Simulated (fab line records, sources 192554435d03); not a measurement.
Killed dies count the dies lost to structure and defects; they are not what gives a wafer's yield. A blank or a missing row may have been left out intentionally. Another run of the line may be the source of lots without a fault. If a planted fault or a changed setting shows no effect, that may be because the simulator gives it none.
Which tool was responsible? | flow n5-finfet | 10 lots with 28 wafers sampled at 6 steps, on a route of 1938 steps

== WHAT EACH GAUGE READ, for each wafer ==
N5_GATE_CUT_THK_MEAS_24. Usual: GC_FILL_THK gives 220.9 nm (standard deviation 2.1).
lot  | measured    | on            | GC_FILL_THK (nm)  | flag
L482 | day 5 00:19 | film-metro-01 | 216.7 222.8 221.0 |
L481 | day 5 02:34 | film-metro-01 | 220.4 220.5 220.6 |
L483 | day 5 10:37 | film-metro-02 | 222.7 223.3       |
L484 | day 5 14:13 | film-metro-02 | 220.6 222.8 224.1 |
L486 | day 6 08:02 | film-metro-01 | 221.7 221.2       |
L488 | day 6 21:32 | film-metro-02 | 219.9 220.3 222.3 |
L491 | day 7 10:47 | film-metro-02 | 219.1 222.9 220.0 |
L493 | day 7 19:31 | film-metro-01 | 219.2 223.5 219.5 |
L496 | day 8 15:21 | film-metro-01 | 215.8 219.3 221.3 |
L499 | day 9 10:15 | film-metro-02 | 219.4 218.4 220.2 |

N5_MOL_CONTACT_COAG_CD_MEAS_08 targets a cd of 28 nm. Usual: cd-nm reads 27.86 nm (standard deviation 0.25).
lot  | measured    | on        | cd-nm (nm)        | flag
L482 | day 5 01:28 | cd-sem-02 | 28.28 28.18 28.21 |
L481 | day 5 03:36 | cd-sem-01 | 28.10 27.83 28.25 |
L483 | day 5 11:47 | cd-sem-02 | 27.85 27.76       |
L484 | day 5 15:16 | cd-sem-02 | 28.01 28.00 27.65 |
L486 | day 6 09:11 | cd-sem-03 | 27.49 27.94       |
L488 | day 6 22:42 | cd-sem-01 | 28.15 28.30 27.96 |
L491 | day 7 11:49 | cd-sem-02 | 27.80 28.00 27.80 |
L493 | day 7 20:34 | cd-sem-03 | 27.74 27.38 28.00 |
L496 | day 8 16:36 | cd-sem-02 | 26.99 26.59 27.17 | OFF
L499 | day 9 11:25 | cd-sem-02 | 27.11 27.21 26.92 | OFF

N5_BEOL_M4_RC_MEAS_101. Usual: DIBL_N 36.7 mV/V, standard deviation 2.6; DIBL_P 36.9 mV/V, standard deviation 2.8; IOFF_N 0.17 nA/um, standard deviation 0.043; IOFF_P 0.22 nA/um, standard deviation 0.05; ION_N 678 uA/um, standard deviation 15; ION_P 465 uA/um, standard deviation 9.2; RC_DENSE_P 24.0 ohm.um, standard deviation 0.7; RC_P 19.5 ohm.um, standard deviation 0.56; SS_N 71.6 mV/dec, standard deviation 0.79; SS_P 73.5 mV/dec, standard deviation 0.82; VT_N 250 mV, standard deviation 3.9; VT_P -250 mV, standard deviation 3.7.
lot  | measured     | on        | DIBL_N (mV/V)  | DIBL_P (mV/V)  | IOFF_N (nA/um) | IOFF_P (nA/um) | ION_N (uA/um) | ION_P (uA/um) | RC_DENSE_P (ohm.um) | RC_P (ohm.um)  | SS_N (mV/dec)  | SS_P (mV/dec)  | VT_N (mV)   | VT_P (mV)      | flag
L482 | day 8 23:42  | prober-02 | 36.1 35.9 37.1 | 37.0 36.4 37.0 | 0.16 0.14 0.16 | 0.18 0.17 0.17 | 697 662 690   | 466 446 459   | 23.9 24.3 24.2      | 19.4 19.7 19.6 | 71.5 71.6 71.8 | 73.2 73.2 74.1 | 248 254 251 | -254 -255 -257 |
L481 | day 9 03:24  | prober-02 | 34.3 34.4 35.2 | 34.6 35.3 35.6 | 0.15 0.14 0.15 | 0.21 0.21 0.21 | 681 678 685   | 469 467 469   | 23.1 23.9 23.6      | 18.7 19.4 19.1 | 71.6 70.9 71.4 | 72.6 72.8 73.2 | 248 251 251 | -249 -253 -249 |
L483 | day 9 11:41  | prober-02 | 38.1 42.1      | 38.5 42.8      | 0.20 0.29      | 0.25 0.36      | 699 692       | 474 471       | 24.1 24.1           | 19.6 19.5      | 71.1 72.5      | 74.4 75.2      | 247 242     | -246 -243      |
L484 | day 9 05:26  | prober-01 | 35.0 36.3 37.1 | 34.6 36.8 37.3 | 0.14 0.15 0.18 | 0.17 0.19 0.20 | 680 682 694   | 466 467 468   | 23.9 24.1 23.9      | 19.4 19.7 19.6 | 70.4 71.4 71.7 | 72.9 72.9 72.9 | 250 250 247 | -253 -254 -253 |
L486 | day 9 21:59  | prober-02 | 40.7 39.8      | 42.5 41.1      | 0.22 0.23      | 0.39 0.36      | 687 697       | 480 484       | 24.3 23.7           | 19.8 19.2      | 72.5 72.0      | 75.2 74.4      | 247 241     | -240 -241      | OFF
L488 | day 11 02:17 | prober-02 | 37.0 31.1 40.8 | 36.7 29.6 40.1 | 0.17 0.08 0.25 | 0.24 0.14 0.32 | 679 657 692   | 472 462 475   | 23.8 23.2 25.0      | 19.4 18.9 20.6 | 71.7 69.8 73.0 | 73.2 71.6 74.7 | 246 259 243 | -244 -253 -241 |
L491 | day 11 11:24 | prober-02 | 39.8 36.6 40.8 | 40.8 36.0 41.0 | 0.22 0.17 0.22 | 0.34 0.24 0.31 | 677 690 681   | 473 480 464   | 24.1 24.4 25.0      | 19.7 20.0 20.3 | 71.9 70.8 72.1 | 74.7 73.9 75.0 | 248 248 249 | -245 -247 -243 |
L493 | day 11 23:12 | prober-02 | 38.2 36.6 34.1 | 39.6 37.8 35.4 | 0.21 0.16 0.14 | 0.23 0.18 0.17 | 692 691 674   | 465 458 464   | 24.4 25.3 23.2      | 20.0 20.5 19.0 | 71.5 71.5 70.1 | 74.5 72.9 72.3 | 245 250 248 | -251 -254 -256 |
L496 | day 12 05:47 | prober-02 | 37.8 35.0 33.4 | 37.5 35.2 32.9 | 0.18 0.13 0.12 | 0.23 0.20 0.16 | 675 666 665   | 460 465 458   | 25.3 24.6 25.4      | 20.6 20.0 20.5 | 71.8 71.2 70.8 | 73.5 72.2 73.3 | 248 251 253 | -250 -251 -252 |
L499 | day 13 12:34 | prober-02 | 33.9 32.4 33.3 | 34.0 32.2 32.2 | 0.12 0.11 0.12 | 0.17 0.16 0.15 | 661 673 648   | 448 464 446   | 27.2 25.5 26.4      | 22.0 20.9 21.7 | 71.5 70.7 71.5 | 72.6 71.9 72.4 | 252 252 255 | -251 -254 -253 | OFF

== WHICH TOOL RAN EACH LOT (tool, then ch and the chambers of the sampled wafers, then the start) ==
lot  | N5_GATE_CUT_ETCH_47              | N5_GATE_CUT_CMP_43           | N5_MOL_CONTACT_COAG_EXPOSE_05
L482 | rie-metal-01 ch 0,1, day 4 22:11 | cmp-01 ch 0,2,3, day 5 00:20 | euv-scanner-01 ch 0, day 5 01:21
L481 | rie-metal-03 ch 0,1, day 5 00:29 | cmp-01 ch 0,1,3, day 5 02:40 | euv-scanner-01 ch 0, day 5 03:29
L483 | rie-metal-02 ch 0,1, day 5 08:34 | cmp-02 ch 1,2, day 5 10:58   | euv-scanner-02 ch 0, day 5 11:41
L484 | rie-metal-01 ch 0,1, day 5 12:08 | cmp-01 ch 0,1,3, day 5 14:20 | euv-scanner-02 ch 0, day 5 15:08
L486 | rie-metal-02 ch 0,1, day 6 05:57 | cmp-02 ch 1,2, day 6 08:13   | euv-scanner-01 ch 0, day 6 09:04
L488 | rie-metal-02 ch 1, day 6 19:06   | cmp-01 ch 0,2,3, day 6 21:34 | euv-scanner-02 ch 0, day 6 22:35
L491 | rie-metal-03 ch 0,1, day 7 08:42 | cmp-02 ch 0,1,2, day 7 10:53 | euv-scanner-02 ch 0, day 7 11:41
L493 | rie-metal-03 ch 0,1, day 7 17:26 | cmp-01 ch 1,2,3, day 7 19:33 | euv-scanner-01 ch 0, day 7 20:26
L496 | rie-metal-01 ch 0,1, day 8 13:15 | cmp-04 ch 0,1, day 8 15:35   | euv-scanner-02 ch 0, day 8 16:29
L499 | rie-metal-03 ch 0, day 9 08:10   | cmp-04 ch 0,1,3, day 9 10:17 | euv-scanner-02 ch 0, day 9 11:17
- N5_GATE_CUT_ETCH_47: etches SiO2 in Cl2/BCl3, target depth 10 nm.
- N5_GATE_CUT_CMP_43: polishes SiO2.
- N5_MOL_CONTACT_COAG_EXPOSE_05: exposes mask CA, defocus 0 nm.

== WHAT THE TOOLS THEMSELVES READ (means of the sampled wafers that have a number; where no wafer has one, the mark that the record gives instead) ==
N5_GATE_CUT_ETCH_47. Usual: drypump-motor-current-A 5.7 A, standard deviation 0.41; oes-product-au 0.83 a.u., standard deviation 0.083; throttle-valve-pct 22.64 %, standard deviation 0.19.
lot  | tool         | drypump-motor-current-A (A) | oes-product-au (a.u.) | throttle-valve-pct (%) | flag
L482 | rie-metal-01 | 5.8                         | 0.83                  | 22.67                  |
L481 | rie-metal-03 | 6.0                         | 0.83                  | 22.72                  |
L483 | rie-metal-02 | 5.2                         | 0.75                  | 22.61                  |
L484 | rie-metal-01 | 5.8                         | 0.83                  | 22.67                  |
L486 | rie-metal-02 | 5.2                         | 0.75                  | 22.61                  |
L488 | rie-metal-02 | 5.3                         | 0.89                  | 22.77                  |
L491 | rie-metal-03 | 6.0                         | 0.83                  | 22.71                  |
L493 | rie-metal-03 | 6.0                         | 0.82                  | 22.73                  |
L496 | rie-metal-01 | 5.8                         | 0.81                  | 22.69                  |
L499 | rie-metal-03 | 6.3                         | 0.84                  | 22.48                  |

N5_GATE_CUT_CMP_43. Usual: motor-current-A reads 11.5 A (standard deviation 1.1).
lot  | tool   | motor-current-A (A) | flag
L482 | cmp-01 | 11.8                |
L481 | cmp-01 | 11.3                |
L483 | cmp-02 | 12.6                |
L484 | cmp-01 | 11.2                |
L486 | cmp-02 | 12.8                |
L488 | cmp-01 | 11.5                |
L491 | cmp-02 | 11.8                |
L493 | cmp-01 | 11.3                |
L496 | cmp-04 | 11.6                |
L499 | cmp-04 | 11.7                |

N5_MOL_CONTACT_COAG_EXPOSE_05. Usual: exposure-dose-mJ-cm2 reads 38.21 (standard deviation 0.059).
lot  | tool           | exposure-dose-mJ-cm2 | flag
L482 | euv-scanner-01 | 38.23                |
L481 | euv-scanner-01 | 38.27                |
L483 | euv-scanner-02 | 38.15                |
L484 | euv-scanner-02 | 38.15                |
L486 | euv-scanner-01 | 38.25                |
L488 | euv-scanner-02 | 38.14                |
L491 | euv-scanner-02 | 38.15                |
L493 | euv-scanner-01 | 38.28                |
L496 | euv-scanner-02 | 36.36                | OFF
L499 | euv-scanner-02 | 36.72                | OFF

== THE ANSWER, worked out from the rows above alone ==
Rule: take the mean of a lot's wafers that have a number; if it is more than 3 standard deviations from the usual mean, the lot is off. A lot without any number at a reading at which 4 lots or more have one is off too. Where the step has rows for the other lots, those lots are counted as sound. The gauges are gone through in route order, then the tools' own readings, and for those a lot's mean is taken as printed above. The first step at which some lot is off is used, and at that step the reading that is off furthest; a lot without a number counts as furthest.
Off, at N5_MOL_CONTACT_COAG_CD_MEAS_08 on cd-nm: L496, L499.
If a tool, at a process step before that reading, ran all the lots that are off and no sound lot after the first of them, it fits. Not tried: the gauges at N5_MOL_CONTACT_COAG_CD_MEAS_08; whatever is off there is also off at N5_MOL_CONTACT_COAG_EXPOSE_05, on other tools, and gauge error can't account for it. Undecided on this evidence; 2 tools fit (cmp-04 at N5_GATE_CUT_CMP_43, euv-scanner-02 at N5_MOL_CONTACT_COAG_EXPOSE_05).

== WHAT WAS PUT IN BY THE SIMULATOR ==
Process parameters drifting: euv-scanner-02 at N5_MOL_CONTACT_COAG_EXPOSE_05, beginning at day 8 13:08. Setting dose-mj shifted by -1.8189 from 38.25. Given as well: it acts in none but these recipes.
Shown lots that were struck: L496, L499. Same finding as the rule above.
